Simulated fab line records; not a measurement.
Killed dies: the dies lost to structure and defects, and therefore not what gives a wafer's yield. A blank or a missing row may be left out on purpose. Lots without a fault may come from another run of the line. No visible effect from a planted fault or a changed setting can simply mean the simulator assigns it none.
Struck lot and sound lot, side by side / flow n5_finfet / 46 out of 1938 route steps
Sound: these wafers, L713.3, L713.5, L713.6. Struck: wafer L727.2 (L727.4, L727.5, from the same lot, were not struck and are left out); the cause is given at the end.
At each step with rows: each side's tool, then ch and its chambers, then its first start. Under that, the readings that differ: sound wafers / struck wafers / difference of the means / sigmas: that difference in standard deviations of wafers without a fault.
alike: a reading whose means differ by less than 2 such deviations, as well as words and numbers matching on both sides. not compared: withheld readings; readings where some wafer has no value; bounds like >300 that might hide an equal value; numbers whose values overlap and for which the record gives no deviation.
Wherever a step has rows on one side only, a row that says differs or no value, or a row with sigmas, the two part there. Numbers that have no deviation but don't overlap get no sigmas and don't part them. Lack of a reading on every wafer of one side parts them only where that side has two or more wafers.

N5_BEOL_M2_INSPECT_30: inspects for defects (brightfield).
  sound: defect_inspect-01 at day 7 00:11; struck: defect_inspect-01 at day 10 11:43
  alike: raw_defect_count
then, 5 steps without rows for these wafers: N5_BEOL_M2_DESCUM_33 (chemistry O2, time 7 s); N5_BEOL_M2_ETCH_77 (etches underlayer in N2/H2, target depth 6.5 nm, time 5.2 s); N5_BEOL_M2_ETCH_69 (etches SiARC in CF4, target depth 15.6 nm, time 26 s); N5_BEOL_M2_ALD_98 (deposits SiO2, target thk 2.5 nm, pulse time 1 s, co reactant pulse time 1 s); N5_BEOL_M2_ETCHBACK_99 (etches SiO2 in CHF3, target depth 5 nm, time 10.4 s).
N5_BEOL_M2_ETCH_70: etches SOC in N2/H2, target depth 80 nm, overetch 24 nm, time 130 s.
  sound on rie_diel-01 ch 2,3, day 7 01:58; struck on rie_diel-01 ch 3, day 10 12:59
  alike: drypump_motor_current_A, oes_product_au, rf_vpp_V, showerhead_plenum_p_Torr, throttle_valve_pct
  not compared: rf_hours_counter_h
then, 5 steps without rows for these wafers: N5_BEOL_M2_STRIP_71 (strips in N2/H2); N5_BEOL_M2_STRIP_78 (strips in N2/H2); N5_BEOL_M2_VIA_ETCH_34 (etches the open film in C4F6/O2, target depth 69.4 nm, time 65.9 s); N5_BEOL_M2_STRIP_83 (strips in C4F6/O2); N5_BEOL_M2_STRIP_36 (strips in N2/H2).
N5_BEOL_M2_TRENCH_ETCH_37: etches SiOC in C4F6/O2, target depth 55.555 nm, time 29.2 s.
  sound on rie_diel-01 ch 2,3, day 7 02:10; struck on rie_diel-01 ch 3, day 10 13:12
reading=model.BEOL_M2.feature_depth_nm (nm); sound=55 55.2 55.6; struck=52.4; difference=-2.9; sigmas=
reading=model.etch.depth_nm (nm); sound=54.97 55.14 55.57; struck=52.44; difference=-2.79; sigmas=
  alike: drypump_motor_current_A, oes_o_777_au, oes_product_au, rf_vpp_V, showerhead_plenum_p_Torr, throttle_valve_pct
  not compared: rf_hours_counter_h
then, 2 steps without rows for these wafers: N5_BEOL_M2_ETCH_41 (etches SiCN in CH3F/O2, target depth 29.9 nm, time 52.5 s); N5_BEOL_M2_STRIP_97 (strips in N2/H2, time 10 s).
N5_BEOL_M2_OCD_MEAS_38:
  sound: ocd-01 at day 7 02:19; struck: ocd-01 at day 10 13:21
reading=trench_depth_nm (nm); sound=54.9 55.2 55.7; struck=53.6; difference=-1.7; sigmas=-2
then, 4 steps without rows for these wafers: N5_BEOL_M2_HM_STRIP_39 (strips TiN in peroxide tin strip, target depth 25 nm, time 158 s); N5_BEOL_M2_SRD_40 (time 30 s); N5_BEOL_M2_PRECLEAN_42 (cleans in residue remover, time 60 s); N5_BEOL_M2_SRD_43 (time 30 s).
N5_BEOL_M2_CD_MEAS_35: target cd 18 nm, target cd y 22.2 nm.
  sound: cd_sem-02 at day 7 02:28; struck: cd_sem-01 at day 10 13:31
  alike: cd_nm
then, 8 steps without rows for these wafers: N5_BEOL_M2_DEGAS_44 (time 60 s); N5_BEOL_M2_PRE_CLEAN_45 (time 30 s); N5_BEOL_M2_ALD_84 (deposits TaN, pulse time 2 s, purge time 3 s, co reactant purge time 2 s); N5_BEOL_M2_SURFACE_TREAT_85; N5_BEOL_M2_CVD_47 (deposits Co from CCTBA/H2, target thk 3 nm, time 223.8 s); N5_BEOL_M2_SPUTTER_48 (material Cu, target thk 4.5 nm, time 8.29 s); N5_BEOL_M2_ANNEAL_49 (time 240 s); N5_BEOL_M2_SPUTTER_79 (material Cu, target thk 4.5 nm, time 8.29 s).
N5_BEOL_M2_ANNEAL_80: time 240 s.
  sound: pvd_sputter-03 at day 7 06:01; struck: pvd_sputter-03 at day 10 14:44
  alike: heater_power_w
N5_BEOL_M2_SPUTTER_81: material Cu, target thk 4.5 nm, time 8.29 s.
  sound: pvd_sputter-03 at day 7 06:10; struck: pvd_sputter-03 at day 10 14:53
  alike: substrate_temp_c, throttle_valve_pct
then, 6 steps without rows for these wafers: N5_BEOL_M2_ANNEAL_82 (time 240 s); N5_BEOL_M2_SPUTTER_86 (material Cu, target thk 4.5 nm, time 8.29 s); N5_BEOL_M2_ANNEAL_87 (time 240 s); N5_BEOL_M2_SPUTTER_88 (material Cu, target thk 4.5 nm, time 8.29 s); N5_BEOL_M2_ANNEAL_89 (time 240 s); N5_BEOL_M2_SPUTTER_90 (material Cu, target thk 4.5 nm, time 8.29 s).
N5_BEOL_M2_ANNEAL_91: time 240 s.
  sound: pvd_sputter-03 at day 7 06:54; struck: pvd_sputter-03 at day 10 15:37
  alike: heater_power_w
then, 2 steps without rows for these wafers: N5_BEOL_M2_SPUTTER_92 (material Cu, target thk 4.5 nm, time 8.29 s); N5_BEOL_M2_ANNEAL_93 (time 240 s).
N5_BEOL_M2_SPUTTER_94: material Cu, target thk 4.5 nm, time 8.29 s.
  sound: pvd_sputter-03 at day 7 07:16; struck: pvd_sputter-03 at day 10 15:59
  alike: substrate_temp_c, throttle_valve_pct
then, 1 step without rows for these wafers: N5_BEOL_M2_ANNEAL_95 (time 240 s).
N5_BEOL_M2_CMP_52: polishes, stops on SiOC, t overpolish 6.8 s, target thk 40 nm.
  sound on cmp-04 ch 1,2, day 7 07:59; struck on cmp-04 ch 0, day 10 16:52
reading=model.Cu_of_BEOL_M2_ECD_50.thk_nm (nm); sound=39.2 38.2 39.6; struck=36; difference=-3; sigmas=
  alike: barrier_field_endpoint_s, motor_current_A, overpolish_run_s, time_to_endpoint_s
  not compared: pad_life_wafers
N5_BEOL_M2_THK_MEAS_53: measures by xrf.
  sound: film_metro-02 at day 7 08:17; struck: film_metro-01 at day 10 17:09
reading=M2_THK (nm); sound=40.3 39.3 40.5; struck=36.5; difference=-3.5; sigmas=-3
N5_BEOL_M2_RS_MEAS_58: uses a four-point probe to measure.
  sound: film_metro-02 at day 7 08:33; struck: film_metro-02 at day 10 17:28
reading=M2_RS (ohm/sq); sound=0.687 0.712 0.681; struck=0.764; difference=+0.071; sigmas=+2
N5_BEOL_M4_RC_MEAS_101:
  sound on prober-01 ch 0, day 8 08:47; struck on prober-02 ch 0, day 11 13:17
reading=IOFF_P (nA/um); sound=0.216 0.171 0.220; struck=0.262; difference=+0.060; sigmas=+2
reading=ION_N (uA/um); sound=674 661 668; struck=689; difference=+21; sigmas=+2
reading=ION_P (uA/um); sound=460 451 459; struck=472; difference=+15; sigmas=+3
  alike: DIBL_N, DIBL_P, IOFF_N, SS_N, SS_P, VT_N, VT_P

WHERE THEY PART
Earliest at N5_BEOL_M2_OCD_MEAS_38; latest, in this record, at N5_BEOL_M4_RC_MEAS_101.

WHY: the cause the simulator had injected
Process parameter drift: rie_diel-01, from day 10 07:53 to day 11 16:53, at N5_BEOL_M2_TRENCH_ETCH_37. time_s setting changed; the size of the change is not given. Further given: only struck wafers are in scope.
